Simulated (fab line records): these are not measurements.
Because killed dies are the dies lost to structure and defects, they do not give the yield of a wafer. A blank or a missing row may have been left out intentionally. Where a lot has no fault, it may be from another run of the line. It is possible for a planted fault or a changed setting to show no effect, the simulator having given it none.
The tool behind it: which one? ; flow n5_finfet ; route of 1938 steps, sampled at 1 step: 12 lots, 36 wafers

WHAT THE GAUGES READ, wafer by wafer
N5_ZERO_LAYER_INSPECT_20: inspects for defects (darkfield).
lot;measured;on;raw_defect_count
L075;day 1 19:23;defect_inspect-02;18 22 47
L077;day 2 07:17;defect_inspect-01;25 23 13
L079;day 2 19:24;defect_inspect-02;14 35 23
L081;day 3 07:17;defect_inspect-01;32 53 23
L083;day 3 19:37;defect_inspect-01;28 20 36
L085;day 4 07:23;defect_inspect-01;46 19 40
L087;day 4 19:23;defect_inspect-02;29 26 18
L089;day 5 07:32;defect_inspect-02;30 17 34
L091;day 5 19:33;defect_inspect-02;33 44 63
L093;day 6 07:53;defect_inspect-02;40 42 46
L095;day 6 19:38;defect_inspect-02;20 29 31
L097;day 7 07:15;defect_inspect-02;20 63 47

WHICH TOOL RAN EACH LOT (tool, then ch and the chambers of the sampled wafers, then the start)
No process step before these readings appears in the record.

THE ANSWER, worked out from the rows above alone
Rule: usual is defined by the lots themselves. Put in order of their means at a reading, lots are off if they are a third of the lots or fewer, leave a main group of 4 or more, and stand apart from it by a gap of 3 or more times the standard deviation of the main group's means; of several such gaps the widest counts. A main group whose means are all the same, to the digits that the tables above print for the reading, isn't used. A lot without any number at a reading at which 4 lots or more have one is off too. Any other lot the step has rows for is counted as sound.
No lot is off at any reading shown: from this, nothing can be told.

WHAT THE SIMULATOR HAD PUT IN
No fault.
